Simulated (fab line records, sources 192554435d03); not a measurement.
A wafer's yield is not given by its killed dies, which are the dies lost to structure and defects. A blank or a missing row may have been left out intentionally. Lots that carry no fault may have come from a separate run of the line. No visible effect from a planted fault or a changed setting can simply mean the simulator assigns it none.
fab line records ; flow n5_finfet
[record] lots = 11; wafers = 31; last_day = 16
route steps=1938 shown BEOL_M2@909 BEOL_M3@931 BEOL_M4@1111 PASSIVATION@1936
lots untouched by any fault: they come from a run of this same line in which no faults occurred
start_h: start of the lot's first displayed wafer, in hours after the record's first day ; wait_h: hours since the lot's step before ; " repeats the value in the row above ; L1.1+2: one row covering several wafers at once ; - value missing, or start not given ; * or withheld: withheld ; < > ~ a bound
route shown NAME@n: NAME is a module with steps in the file, n the number in the route of the first one ; usual: the fault-free wafers' mean and standard deviation ; same: alike in all rows ; chamber/n: place in a boat ; sites: the reading at each site ; _std_site: the values' standard deviation ; _edge_site: inner sites' mean taken away from outer sites' mean ; radius_mm: how far each site lies from the wafer's centre ; mask NAME#n: copy n ; behind: tool/chamber where the wafer was last shaped ; hold: why the lot went on hold/how many hours it stayed there/how the hold came to an end ; device: whichever transistor did not switch (one of n, p or np) ; end of line: tests of these same wafers at the route's end ; a step without rows: its recipe alone ; killed: the dies lost at the first sort to structure and to defects; this is not the yield of the wafer ; map: the dies of a wafer, with x for killed, . for not killed, _ for no die there
set.NAME: setting as actually run; set.NAME@STEP: the setting as run at that earlier step ; model.NAME: the simulator's own value behind a step, which no gauge read
the route's steps for a sample of lots (tables are steps, rows are wafers)
services: from which hour (start_h, from the record's first day; less than 0 if before it) a tool's chamber was out of use, for how many hours, and why
[[steps]]
[step N5_BEOL_M2_ANNEAL_82]
[recipe] temp_c = 400; time_s = 240; ambient = vacuum
[usual] heater_power_w = 794/54
lot.wafer;tool;chamber;start_h;wait_h;heater_power_w
L675.3;pvd_sputter-02;-;144.16;0.0;790
L675.4;pvd_sputter-02;-;144.16;0.0;713
L675.6;pvd_sputter-02;-;144.16;0.0;810
L677.2;pvd_sputter-01;-;159.54;0.0;817
L677.5;pvd_sputter-01;-;159.54;0.0;813
L678.1;pvd_sputter-02;-;169.54;0.0;803
L678.3;pvd_sputter-02;-;169.54;0.0;783
L678.6;pvd_sputter-02;-;169.54;0.0;791
L680.1;pvd_sputter-02;-;177.08;0.0;791
L680.2;pvd_sputter-02;-;177.08;0.0;720
L680.4;pvd_sputter-02;-;177.08;0.0;808
L681.2;pvd_sputter-03;-;180.31;0.0;816
L681.5;pvd_sputter-03;-;180.31;0.0;811
L681.6;pvd_sputter-03;-;180.31;0.0;728
L684.3;pvd_sputter-01;-;199.56;0.0;817
L684.4;pvd_sputter-01;-;199.56;0.0;755
L684.6;pvd_sputter-01;-;199.56;0.0;729
L686.2;pvd_sputter-03;-;211.95;0.0;930
L686.3;pvd_sputter-03;-;211.95;0.0;726
L686.5;pvd_sputter-03;-;211.95;0.0;913
L685.2;pvd_sputter-01;-;216.27;0.0;836
L685.4;pvd_sputter-01;-;216.27;0.0;757
L685.5;pvd_sputter-01;-;216.27;0.0;808
L689.1;pvd_sputter-01;-;228.06;0.0;756
L689.6;pvd_sputter-01;-;228.06;0.0;825
L695.2;pvd_sputter-03;-;260.24;0.0;744
L695.3;pvd_sputter-03;-;260.24;0.0;826
L695.5;pvd_sputter-03;-;260.24;0.0;739
L696.2;pvd_sputter-02;-;274.43;0.0;805
L696.4;pvd_sputter-02;-;274.43;0.0;778
L696.5;pvd_sputter-02;-;274.43;0.0;723
[step N5_BEOL_M2_ANNEAL_93]
[recipe] temp_c = 400; time_s = 240; ambient = vacuum
[usual] heater_power_w = 791/52
lot.wafer;tool;chamber;start_h;wait_h;heater_power_w
L675.3;pvd_sputter-02;-;145.04;0.0;776
L675.4;pvd_sputter-02;-;145.04;0.0;706
L675.6;pvd_sputter-02;-;145.04;0.0;806
L677.2;pvd_sputter-01;-;160.42;0.0;862
L677.5;pvd_sputter-01;-;160.42;0.0;793
L678.1;pvd_sputter-02;-;170.42;0.0;804
L678.3;pvd_sputter-02;-;170.42;0.0;803
L678.6;pvd_sputter-02;-;170.42;0.0;793
L680.1;pvd_sputter-02;-;177.96;0.0;810
L680.2;pvd_sputter-02;-;177.96;0.0;722
L680.4;pvd_sputter-02;-;177.96;0.0;806
L681.2;pvd_sputter-03;-;181.19;0.0;813
L681.5;pvd_sputter-03;-;181.19;0.0;793
L681.6;pvd_sputter-03;-;181.19;0.0;714
L684.3;pvd_sputter-01;-;200.44;0.0;806
L684.4;pvd_sputter-01;-;200.44;0.0;745
L684.6;pvd_sputter-01;-;200.44;0.0;756
L686.2;pvd_sputter-03;-;212.83;0.0;889
L686.3;pvd_sputter-03;-;212.83;0.0;726
L686.5;pvd_sputter-03;-;212.83;0.0;889
L685.2;pvd_sputter-01;-;217.15;0.0;789
L685.4;pvd_sputter-01;-;217.15;0.0;753
L685.5;pvd_sputter-01;-;217.15;0.0;804
L689.1;pvd_sputter-01;-;228.94;0.0;752
L689.6;pvd_sputter-01;-;228.94;0.0;820
L695.2;pvd_sputter-03;-;261.12;0.0;731
L695.3;pvd_sputter-03;-;261.12;0.0;785
L695.5;pvd_sputter-03;-;261.12;0.0;715
L696.2;pvd_sputter-02;-;275.31;0.0;803
L696.4;pvd_sputter-02;-;275.31;0.0;794
L696.5;pvd_sputter-02;-;275.31;0.0;719
[step N5_BEOL_M2_SPUTTER_96]
[recipe] material = Cu; target_thk_a = 45; temp_c = -20; chamber_pressure_pa = 0.07; power_w = withheld; time_s = 8.29
[usual] throttle_valve_pct = 29.8/1.3
lot.wafer;tool;chamber;start_h;wait_h;throttle_valve_pct
L675.3;pvd_sputter-02;-;145.40;0.1;29.9
L675.4;pvd_sputter-02;-;145.40;0.1;30.0
L675.6;pvd_sputter-02;-;145.40;0.1;28.8
L677.2;pvd_sputter-01;-;160.78;0.1;29.4
L677.5;pvd_sputter-01;-;160.78;0.1;31.2
L678.1;pvd_sputter-02;-;170.78;0.1;28.8
L678.3;pvd_sputter-02;-;170.78;0.1;29.6
L678.6;pvd_sputter-02;-;170.78;0.1;29.8
L680.1;pvd_sputter-02;-;178.32;0.1;29.8
L680.2;pvd_sputter-02;-;178.32;0.1;30.4
L680.4;pvd_sputter-02;-;178.32;0.1;28.8
L681.2;pvd_sputter-03;-;181.55;0.1;30.2
L681.5;pvd_sputter-03;-;181.55;0.1;30.1
L681.6;pvd_sputter-03;-;181.55;0.1;29.6
L684.3;pvd_sputter-01;-;200.80;0.1;30.8
L684.4;pvd_sputter-01;-;200.80;0.1;29.1
L684.6;pvd_sputter-01;-;200.80;0.1;29.2
L686.2;pvd_sputter-03;-;213.19;0.1;30.5
L686.3;pvd_sputter-03;-;213.19;0.1;30.0
L686.5;pvd_sputter-03;-;213.19;0.1;30.6
L685.2;pvd_sputter-01;-;217.51;0.1;30.7
L685.4;pvd_sputter-01;-;217.51;0.1;29.0
L685.5;pvd_sputter-01;-;217.51;0.1;30.7
L689.1;pvd_sputter-01;-;229.30;0.1;29.0
L689.6;pvd_sputter-01;-;229.30;0.1;30.8
L695.2;pvd_sputter-03;-;261.48;0.1;29.9
L695.3;pvd_sputter-03;-;261.48;0.1;29.9
L695.5;pvd_sputter-03;-;261.48;0.1;29.8
L696.2;pvd_sputter-02;-;275.67;0.1;28.8
L696.4;pvd_sputter-02;-;275.67;0.1;29.8
L696.5;pvd_sputter-02;-;275.67;0.1;26.7
[step N5_BEOL_M3_ILD_DEP_00]
[recipe] material = SiOC; target_thk_a = 790; temp_c = 350; precursor = DEMS/O2; pressure_torr = 5; rf_w = 500; time_s = 15.3
[usual] heater_power_w = 530/82; showerhead_plenum_p_Torr = 5.689/0.012; throttle_valve_pct = 11.9/0.84
lot.wafer;tool;chamber;start_h;wait_h;heater_power_w;showerhead_plenum_p_Torr;throttle_valve_pct
L675.3;pecvd-02;1;146.52;0.0;486;5.686;12.7
L675.4;pecvd-02;1;146.52;0.0;485;5.706;12.1
L675.6;pecvd-02;2;146.52;0.0;422;5.663;10.8
L677.2;pecvd-04;2;161.92;0.0;654;5.684;11.2
L677.5;pecvd-04;1;161.92;0.0;610;5.702;12.6
L678.1;pecvd-01;0;172.14;0.0;470;5.706;11.0
L678.3;pecvd-01;1;172.14;0.0;533;5.683;13.9
L678.6;pecvd-01;1;172.14;0.0;516;5.674;13.7
L680.1;pecvd-01;0;179.43;0.0;534;5.668;11.0
L680.2;pecvd-01;2;179.43;0.0;459;5.710;11.0
L680.4;pecvd-01;2;179.43;0.0;466;5.697;11.3
L681.2;pecvd-04;0;182.77;0.0;529;5.684;12.4
L681.5;pecvd-04;1;182.77;0.0;664;5.685;12.4
L681.6;pecvd-04;2;182.77;0.0;633;5.696;11.5
L684.3;pecvd-04;1;201.91;0.0;648;5.698;12.5
L684.4;pecvd-04;1;201.91;0.0;659;5.710;12.6
L684.6;pecvd-04;0;201.91;0.0;493;5.691;12.5
L686.2;pecvd-04;0;214.37;0.0;479;5.673;12.4
L686.3;pecvd-04;1;214.37;0.0;627;5.679;12.6
L686.5;pecvd-04;1;214.37;0.0;638;5.683;12.4
L685.2;pecvd-02;0;218.63;0.0;403;5.692;11.8
L685.4;pecvd-02;1;218.63;0.0;451;5.693;12.4
L685.5;pecvd-02;0;218.63;0.0;414;5.698;11.7
L689.1;pecvd-04;1;230.50;0.0;572;5.689;12.4
L689.6;pecvd-04;2;230.50;0.0;650;5.705;11.3
L695.2;pecvd-01;0;262.67;0.0;552;5.664;11.0
L695.3;pecvd-01;2;262.67;0.0;552;5.699;10.4
L695.5;pecvd-01;0;262.67;0.0;554;5.686;10.9
L696.2;pecvd-01;2;276.78;0.0;501;5.682;10.5
L696.4;pecvd-01;2;276.78;0.0;498;5.695;10.2
L696.5;pecvd-01;2;276.78;0.0;512;5.706;10.2
[step N5_BEOL_M3_THK_MEAS_01]
[recipe] reads = SiOC_of_BEOL_M3_ILD_DEP_00
[usual] M3_ILD_THK = 78.9/1
lot.wafer;tool;chamber;start_h;wait_h;M3_ILD_THK[nm]
L675.3;film_metro-02;-;146.59;0.1;79.0
L675.4;film_metro-02;-;146.59;0.1;79.6
L675.6;film_metro-02;-;146.59;0.1;80.6
L677.2;film_metro-01;-;161.99;0.1;79.1
L677.5;film_metro-01;-;161.99;0.1;80.2
L678.1;film_metro-02;-;172.21;0.0;78.9
L678.3;film_metro-02;-;172.21;0.0;77.9
L678.6;film_metro-02;-;172.21;0.0;79.3
L680.1;film_metro-02;-;179.51;0.1;79.1
L680.2;film_metro-02;-;179.51;0.1;78.4
L680.4;film_metro-02;-;179.51;0.1;80.1
L681.2;film_metro-01;-;182.84;0.1;77.6
L681.5;film_metro-01;-;182.84;0.1;79.1
L681.6;film_metro-01;-;182.84;0.1;79.3
L684.3;film_metro-01;-;201.98;0.1;77.5
L684.4;film_metro-01;-;201.98;0.1;79.0
L684.6;film_metro-01;-;201.98;0.1;78.2
L686.2;film_metro-01;-;214.44;0.1;149.7
L686.3;film_metro-01;-;214.44;0.1;79.4
L686.5;film_metro-01;-;214.44;0.1;81.2
L685.2;film_metro-01;-;218.69;0.1;78.5
L685.4;film_metro-01;-;218.69;0.1;79.9
L685.5;film_metro-01;-;218.69;0.1;79.1
L689.1;film_metro-02;-;230.57;0.0;78.5
L689.6;film_metro-02;-;230.57;0.0;150.2
L695.2;film_metro-02;-;262.75;0.1;78.5
L695.3;film_metro-02;-;262.75;0.1;80.8
L695.5;film_metro-02;-;262.75;0.1;80.4
L696.2;film_metro-02;-;276.86;0.1;78.6
L696.4;film_metro-02;-;276.86;0.1;78.6
L696.5;film_metro-02;-;276.86;0.1;78.7
[step N5_BEOL_M4_RC_MEAS_101]
[usual] DIBL_N = 35.9/1.6; DIBL_P = 35.6/2.1; IOFF_N = 0.149/0.029; IOFF_P = 0.20/0.033; ION_N = 671/11; ION_P = 460/7.3; SS_N = 71.4/0.62; SS_P = 73.2/0.65; VT_N = 251/3.1; VT_P = -251/3.4
lot.wafer;tool;chamber;start_h;wait_h;DIBL_N[mV/V];DIBL_P[mV/V];IOFF_N[nA/um];IOFF_P[nA/um];ION_N[uA/um];ION_P[uA/um];SS_N[mV/dec];SS_P[mV/dec];VT_N[mV];VT_P[mV]
L675.3;prober-01;0;166.34;0.3;36.1;35.7;0.154;0.20;668;459;71.1;73.1;253;-249
L675.4;prober-01;0;166.34;0.3;36.0;36.3;0.150;0.22;666;460;71.1;73.1;252;-248
L675.6;prober-01;0;166.34;0.3;34.9;33.9;0.130;0.18;672;459;70.7;73.0;253;-252
L677.2;prober-02;0;182.65;0.2;35.5;36.8;0.138;0.18;668;454;71.2;73.5;251;-256
L677.5;prober-02;0;182.65;0.2;34.7;35.0;0.136;0.16;668;452;71.5;72.3;253;-256
L678.1;prober-02;0;192.97;0.0;34.9;35.5;0.133;0.19;665;451;71.9;72.9;252;-251
L678.3;prober-02;0;192.97;0.0;32.3;33.0;0.114;0.16;669;456;70.5;73.0;254;-253
L678.6;prober-02;0;192.97;0.0;33.7;34.1;0.122;0.18;667;464;70.7;72.4;252;-254
L680.1;prober-02;0;196.43;0.0;36.4;36.1;0.144;0.17;659;444;72.3;72.7;252;-258
L680.2;prober-02;0;196.43;0.0;35.6;37.0;0.144;0.18;665;452;71.3;72.4;250;-254
L680.4;prober-02;0;196.43;0.0;36.7;38.0;0.158;0.20;668;459;71.3;73.1;251;-252
L681.2;prober-02;0;205.42;0.2;38.3;37.6;0.182;0.26;680;468;72.3;73.0;247;-248
L681.5;prober-02;0;205.42;0.2;35.9;34.8;0.149;0.22;675;471;71.2;72.7;250;-245
L681.6;prober-02;0;205.42;0.2;35.0;33.7;0.126;0.19;663;461;70.9;72.9;252;-251
L684.3;prober-01;0;230.72;0.3;36.8;37.4;0.169;0.20;676;460;71.2;72.9;247;-252
L684.4;prober-01;0;230.72;0.3;38.7;39.8;0.216;0.25;690;467;72.4;74.5;246;-249
L684.6;prober-01;0;230.72;0.3;37.9;38.5;0.199;0.23;692;472;71.8;74.5;245;-250
L686.3;prober-02;0;233.86;0.3;37.4;37.5;0.169;0.19;675;458;71.1;73.7;248;-254
L686.5;prober-02;0;233.86;0.3;33.8;32.5;0.115;0.14;655;450;70.4;72.9;251;-256
L685.2;prober-01;0;236.49;0.2;37.3;35.7;0.166;0.25;657;460;72.1;73.9;250;-248
L685.4;prober-01;0;236.49;0.2;34.3;32.8;0.124;0.20;670;469;70.5;72.4;252;-249
L685.5;prober-01;0;236.49;0.2;36.1;35.5;0.151;0.24;660;459;71.3;73.4;250;-249
L689.1;prober-01;0;257.33;0.0;37.1;35.7;0.152;0.18;673;462;71.7;73.0;252;-253
L695.2;prober-02;0;288.99;0.2;36.6;35.6;0.183;0.23;677;466;72.1;73.3;245;-249
L695.3;prober-02;0;288.99;0.2;35.3;35.2;0.175;0.23;686;469;71.3;73.8;245;-248
L695.5;prober-02;0;288.99;0.2;35.5;34.1;0.161;0.20;670;457;72.1;73.5;248;-251
L696.2;prober-02;0;300.61;0.2;36.8;35.2;0.157;0.21;681;468;70.7;73.0;253;-250
L696.4;prober-02;0;300.61;0.2;38.7;38.1;0.199;0.26;683;467;71.9;73.8;245;-244
L696.5;prober-02;0;300.61;0.2;39.1;38.4;0.213;0.27;697;475;72.5;74.2;244;-248
[step N5_PASSIVATION_PROBE_49]
[usual] defect_limited_yield = 90.9/1.5; killed_at_M0_to_M3 = 36/9.9; killed_at_M4_up = 13/4.5; killed_at_contacts = 13/6.4; killed_at_front_end = 42/12; killed_at_other = 3.4/3; killed_dies = 107/18; killed_on_rim = 14/4.3; killed_open = 69/13; killed_short = 35/8.2; sort_bin_5_function = 5.3/1.1; sort_bin_6_memory = 3.4/0.69; sort_n_pass = 1073/18; sort_yield_pct = 90.9/1.5
[same] gross_dies = 1180; killed_at_back_side = 0; sort_bin_4_leakage[%] = 0; sort_bin_8_speed[%] = 0
lot.wafer;tool;chamber;start_h;wait_h;defect_limited_yield[%];killed_at_M0_to_M3;killed_at_M4_up;killed_at_contacts;killed_at_front_end;killed_at_other;killed_dies;killed_on_rim;killed_open;killed_short;sort_bin_5_function[%];sort_bin_6_memory[%];sort_n_pass;sort_yield_pct[%]
L686.2;prober-01;-;331.63;0.1;0;1106;26;8;38;2;1180;152;82;33;95.8;3.6;0;0
L686.3;prober-01;-;331.68;0.1;92.1;26;24;9;33;1;93;10;67;25;5.1;2.6;1087;92.1
L686.5;prober-01;-;331.78;0.2;90.1;38;16;11;51;1;117;16;66;41;5.8;3.1;1063;90.1
L689.1;prober-02;-;355.98;0.0;90.6;33;11;17;45;5;111;18;73;31;5.3;3.5;1069;90.6
L689.6;prober-02;-;356.23;0.3;0;1117;12;14;36;1;1180;152;70;25;97.1;2.5;0;0
// killed by level:class
L686.2 BEOL_M3:area_dep=1064 BEOL_M4:geometric_particle:open=17 BEOL_M1:geometric_particle:open=9 BEOL_M3:geometric_particle:open=9 FIN_SAQP:geometric_particle:open=8 MOL_CONTACT_COAG:geometric_particle:open=7 FIN_SAQP:geometric_particle:short=5 BEOL_M0:geometric_particle:open=5
L686.3 BEOL_M4:geometric_particle:open=15 FIN_SAQP:geometric_particle:open=10 BEOL_M1:geometric_particle:open=8 DUMMY_GATE:geometric_particle:open=7 MOL_CONTACT_COAG:geometric_particle:open=7 BEOL_M3:geometric_particle:open=7 FIN_SAQP:geometric_particle:short=5 BEOL_M0_SAQP:geometric_particle:open=5
L686.5 MOL_CONTACT_COAG:geometric_particle:open=10 FIN_SAQP:geometric_particle:open=9 BEOL_M2:geometric_particle:open=9 HKMG_FIN:area_etch=8 FIN_SAQP:geometric_particle:short=7 ILD0:geometric_particle:short=7 GATE_CUT:geometric_particle:short=7 BEOL_M3:geometric_particle:open=7
L689.1 MOL_CONTACT_COAG:geometric_particle:open=15 STI_FIN_REVEAL:geometric_particle:open=10 FIN_SAQP:geometric_particle:open=9 FIN_SAQP:geometric_particle:short=7 BEOL_M0_SAQP:geometric_particle:short=7 BEOL_M2:geometric_particle:open=7 BEOL_M0_SAQP:geometric_particle:open=6 BEOL_M1:geometric_particle:open=5
L689.6 BEOL_M3:area_dep=1083 MOL_CONTACT_COAG:geometric_particle:open=13 FIN_SAQP:geometric_particle:open=11 STI_FIN_REVEAL:geometric_particle:open=7 BEOL_M1:geometric_particle:open=7 BEOL_M0_SAQP:geometric_particle:open=6 BEOL_M2:geometric_particle:open=5 BEOL_M0_SAQP:geometric_particle:short=4
[[services]]
tool;chamber;start_h;hours;kind
pvd_sputter-02;-;124.06;2.1;repair
pecvd-02;2;125.79;2.1;scheduled_down
pecvd-01;2;125.89;2.1;scheduled_down
pecvd-01;2;129.52;16.5;scheduled_down
pecvd-04;-;129.76;2.1;repair
pecvd-04;-;134.06;2.2;repair
pecvd-01;0;135.19;14.8;repair
pecvd-04;2;169.33;2.1;scheduled_down
pecvd-01;-;178.46;0.7;repair
pecvd-02;0;192.85;6.5;repair
pecvd-01;-;195.58;6.0;pm
pecvd-01;2;202.38;-;clean
pecvd-01;2;202.38;-;consumable_replace:showerhead
pecvd-01;2;202.38;29.0;scheduled_down
pecvd-01;2;202.38;29.0;vent_cycle
pecvd-04;-;218.53;6.0;pm
pecvd-02;0;238.79;12.3;repair
pecvd-04;0;259.29;2.1;scheduled_down
pecvd-04;0;272.73;8.0;repair
pecvd-01;0;276.77;4.4;repair
[[key]]
[first_sign] step = N5_BEOL_M3_THK_MEAS_01; reading = M3_ILD_THK; direction = up; sigmas = 69; usual = 78.9; struck = 150.0
[effect] step = N5_PASSIVATION_PROBE_49; reading = killed_at_M0_to_M3; direction = up; sigmas = 99+; usual = 36; struck = 1112
[more_kills_born_at] N5_BEOL_M3_ILD_DEP_00@pecvd-04 = 2147
met_at N5_BEOL_M3_ILD_DEP_00
struck_lots L686,L689
struck_wafers L686.2,L689.6
later_rows_left_out L686.2,L689.6
not_acting_at N5_BEOL_M2_ANNEAL_82,N5_BEOL_M2_ANNEAL_93,N5_BEOL_M2_SPUTTER_96
onset_between 201.91 214.37
[fault] kind = process_parameter_drift; tool = pecvd-04; chamber = -; onset_h = 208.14; steps = N5_BEOL_M3_ILD_DEP_00; channel = time_s; offset = *; shape = step; end_h = 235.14; scope = struck_wafers_only; acts_in = *; stated = *
// later_rows_left_out: the simulator's readings of these wafers behind a module that went badly wrong aren't trusted and aren't shown, but for the sort
